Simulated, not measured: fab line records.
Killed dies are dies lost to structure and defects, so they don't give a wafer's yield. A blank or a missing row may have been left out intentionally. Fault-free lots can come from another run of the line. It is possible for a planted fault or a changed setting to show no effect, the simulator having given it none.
Which tool was responsible? | flow n5-finfet | 24 lots with 72 wafers sampled at 4 steps, on a route of 1938 steps

WHAT THE GAUGES READ, wafer by wafer
N5_BEOL_M9_INSPECT_13: inspects for defects (brightfield). Usual: 404 for raw-defect-count, sd 90.
lot  | measured     | on                | raw-defect-count | flag
L074 | day 9 19:32  | defect-inspect-02 | 541 397 454      |
L075 | day 10 00:11 | defect-inspect-02 | 330 444 433      |
L076 | day 10 04:15 | defect-inspect-01 | 428 341 452      |
L078 | day 10 06:53 | defect-inspect-02 | 579 394 427      |
L077 | day 10 11:53 | defect-inspect-02 | 467 469 289      |
L079 | day 11 06:25 | defect-inspect-02 | 366 493 443      |
L080 | day 11 16:28 | defect-inspect-02 | 365 387 383      |
L081 | day 11 21:58 | defect-inspect-01 | 367 338 381      |
L084 | day 13 00:04 | defect-inspect-01 | 414 333 307      |
L087 | day 13 00:14 | defect-inspect-02 | 319 349 484      |
L083 | day 13 00:24 | defect-inspect-01 | 282 324 281      |
L082 | day 13 05:24 | defect-inspect-01 | 310 323 467      |
L086 | day 13 05:44 | defect-inspect-02 | 398 524 358      |
L085 | day 13 18:13 | defect-inspect-01 | 433 373 350      |
L088 | day 13 23:34 | defect-inspect-02 | 345 367 810      |
L089 | day 14 10:34 | defect-inspect-02 | 407 377 421      |
L091 | day 14 17:27 | defect-inspect-01 | 345 340 316      |
L090 | day 14 17:29 | defect-inspect-02 | 421 480 306      |
L092 | day 14 21:17 | defect-inspect-02 | 446 376 446      |
L093 | day 14 22:10 | defect-inspect-02 | 452 427 443      |
L094 | day 15 02:10 | defect-inspect-01 | 256 357 291      |
L095 | day 15 08:41 | defect-inspect-02 | 425 803 512      |
L096 | day 15 12:49 | defect-inspect-01 | 395 514 567      |
L097 | day 16 09:07 | defect-inspect-01 | 319 336 499      |

N5_BEOL_M9_CD_MEAS_18: pitch 140 nm, target cd 70 nm. Usual: 69.8 nm for cd-nm, sd 0.56.
lot  | measured     | on        | cd-nm (nm)     | flag
L074 | day 9 20:02  | cd-sem-03 | 70.4 70.0 70.2 |
L075 | day 10 00:41 | cd-sem-01 | 68.6 69.3 69.4 |
L076 | day 10 05:05 | cd-sem-02 | 70.1 69.8 69.8 |
L078 | day 10 07:34 | cd-sem-01 | 70.1 70.5 70.6 |
L077 | day 10 12:22 | cd-sem-01 | 70.3 70.5 70.5 |
L079 | day 11 07:10 | cd-sem-03 | 69.6 69.5 69.5 |
L080 | day 11 17:10 | cd-sem-02 | 69.6 69.0 69.4 |
L081 | day 11 22:34 | cd-sem-02 | 70.3 69.9 69.9 |
L084 | day 13 00:45 | cd-sem-02 | 70.8 70.9 70.5 |
L087 | day 13 00:46 | cd-sem-01 | 69.5 68.8 68.8 |
L083 | day 13 00:59 | cd-sem-03 | 69.6 71.1 70.1 |
L082 | day 13 06:31 | cd-sem-01 | 69.9 69.1 70.0 |
L086 | day 13 06:48 | cd-sem-01 | 69.7 69.2 69.0 |
L085 | day 13 19:04 | cd-sem-02 | 68.8 69.0 69.4 |
L088 | day 14 00:10 | cd-sem-03 | 69.7 70.1 70.2 |
L089 | day 14 11:20 | cd-sem-03 | 69.9 70.4 70.0 |
L091 | day 14 18:00 | cd-sem-02 | 69.4 69.8 70.0 |
L090 | day 14 18:16 | cd-sem-02 | 70.5 70.4 70.6 |
L092 | day 14 21:50 | cd-sem-01 | 69.6 69.1 69.5 |
L093 | day 14 22:43 | cd-sem-03 | 69.6 70.5 69.9 |
L094 | day 15 02:44 | cd-sem-03 | 70.4 70.9 69.5 |
L095 | day 15 09:11 | cd-sem-01 | 70.3 69.8 69.5 |
L096 | day 15 14:13 | cd-sem-01 | 69.6 70.3 70.5 |
L097 | day 16 09:46 | cd-sem-02 | 69.6 70.1 70.5 |

N5_BEOL_M9_OVL_MEAS_29. Usual: V8_OVL -0.3 nm, standard deviation 0.68.
lot  | measured     | on         | V8_OVL (nm)    | flag
L074 | day 9 22:42  | overlay-01 | -0.6 -1.3 -0.9 |
L075 | day 10 01:16 | overlay-01 | -0.2 -1.3 -0.3 |
L076 | day 10 05:33 | overlay-02 | -0.4 -0.6 -1.1 |
L078 | day 10 10:04 | overlay-02 | 0.6 0.6 0.8    |
L077 | day 10 13:23 | overlay-02 | -0.9 -1.0 -0.2 |
L079 | day 11 08:43 | overlay-02 | 0.2 0.3 0.0    |
L080 | day 11 17:38 | overlay-01 | -0.2 -0.2 -0.2 |
L081 | day 12 00:35 | overlay-02 | 0.0 0.7 -0.1   |
L084 | day 13 04:52 | overlay-01 | 0.8 0.1 0.3    |
L087 | day 13 04:55 | overlay-02 | 0.4 1.2 -0.3   |
L083 | day 13 04:49 | overlay-02 | -0.3 -0.8 0.8  |
L082 | day 13 08:49 | overlay-01 | 0.6 0.6 1.2    |
L086 | day 13 12:23 | overlay-01 | -1.4 -0.9 -1.0 |
L085 | day 13 22:29 | overlay-01 | -0.1 0.0 -0.2  |
L088 | day 14 01:19 | overlay-01 | -0.5 -0.3 -0.7 |
L089 | day 14 12:38 | overlay-01 | 0.5 -0.7 -0.4  |
L091 | day 14 19:23 | overlay-01 | -0.9 -0.8 -0.5 |
L090 | day 14 19:36 | overlay-02 | -1.2 -1.0 -1.6 |
L092 | day 15 00:46 | overlay-01 | -1.0 -0.9 -0.1 |
L093 | day 15 01:11 | overlay-02 | 0.4 0.3 -0.3   |
L094 | day 15 03:04 | overlay-02 | 0.2 -0.4 0.6   |
L095 | day 15 11:17 | overlay-02 | -0.8 -1.5 -0.4 |
L096 | day 15 16:43 | overlay-02 | 0.9 0.2 0.2    |
L097 | day 16 10:13 | overlay-01 | -0.3 0.1 -0.1  |

EACH LOT AND THE TOOL THAT RAN IT (in order: tool; ch and the chambers of the sampled wafers; start)
lot  | N5_BEOL_M9_HM_DEP_02
L074 | pvd-sputter-02, day 9 18:59
L075 | pvd-sputter-03, day 9 23:38
L076 | pvd-sputter-01, day 10 03:42
L078 | pvd-sputter-03, day 10 06:20
L077 | pvd-sputter-01, day 10 11:20
L079 | pvd-sputter-02, day 11 05:51
L080 | pvd-sputter-02, day 11 15:55
L081 | pvd-sputter-02, day 11 21:25
L084 | pvd-sputter-03, day 12 23:31
L087 | pvd-sputter-01, day 12 23:32
L083 | pvd-sputter-01, day 12 23:38
L082 | pvd-sputter-03, day 13 04:50
L086 | pvd-sputter-03, day 13 05:11
L085 | pvd-sputter-03, day 13 17:40
L088 | pvd-sputter-01, day 13 23:08
L089 | pvd-sputter-03, day 14 10:08
L091 | pvd-sputter-03, day 14 16:54
L090 | pvd-sputter-01, day 14 16:54
L092 | pvd-sputter-02, day 14 20:52
L093 | pvd-sputter-03, day 14 21:44
L094 | pvd-sputter-01, day 15 01:44
L095 | pvd-sputter-01, day 15 08:08
L096 | pvd-sputter-01, day 15 12:16
L097 | pvd-sputter-01, day 16 08:34
- N5_BEOL_M9_HM_DEP_02: deposits TiN, target thk 20 nm.

AS READ BY THE TOOLS THEMSELVES (means over the sampled wafers that have a number; for cases with no such wafer, the mark the record gives instead)
N5_BEOL_M9_HM_DEP_02. Usual: 30.0 % for throttle-valve-pct, sd 1.2.
lot  | tool           | throttle-valve-pct (%) | flag
L074 | pvd-sputter-02 | 30.0                   |
L075 | pvd-sputter-03 | 29.4                   |
L076 | pvd-sputter-01 | 30.9                   |
L078 | pvd-sputter-03 | 31.1                   |
L077 | pvd-sputter-01 | 30.1                   |
L079 | pvd-sputter-02 | 30.1                   |
L080 | pvd-sputter-02 | 29.8                   |
L081 | pvd-sputter-02 | 29.8                   |
L084 | pvd-sputter-03 | 29.8                   |
L087 | pvd-sputter-01 | 29.3                   |
L083 | pvd-sputter-01 | 30.4                   |
L082 | pvd-sputter-03 | 28.9                   |
L086 | pvd-sputter-03 | 29.0                   |
L085 | pvd-sputter-03 | 29.4                   |
L088 | pvd-sputter-01 | 30.5                   |
L089 | pvd-sputter-03 | 31.5                   |
L091 | pvd-sputter-03 | 30.3                   |
L090 | pvd-sputter-01 | 30.5                   |
L092 | pvd-sputter-02 | 29.8                   |
L093 | pvd-sputter-03 | 30.1                   |
L094 | pvd-sputter-01 | 30.6                   |
L095 | pvd-sputter-01 | 30.5                   |
L096 | pvd-sputter-01 | 30.4                   |
L097 | pvd-sputter-01 | 31.2                   |

THE ANSWER, worked out from the rows above alone
Rule: a lot counts as off when the mean over its wafers that have a number is more than 3 standard deviations away from the usual mean. Also off: a lot with no number at a reading for which 4 or more lots have one. All remaining lots with rows at the step are treated as sound. First the gauges in route order, then the tools' own readings, where a lot's mean is used as printed above. At the first step where some lot is off, the reading lying furthest off is the one used; lots without a number count as furthest.
No lot is off at any reading shown: from this, nothing can be told.

WHAT THE SIMULATOR HAD INSERTED
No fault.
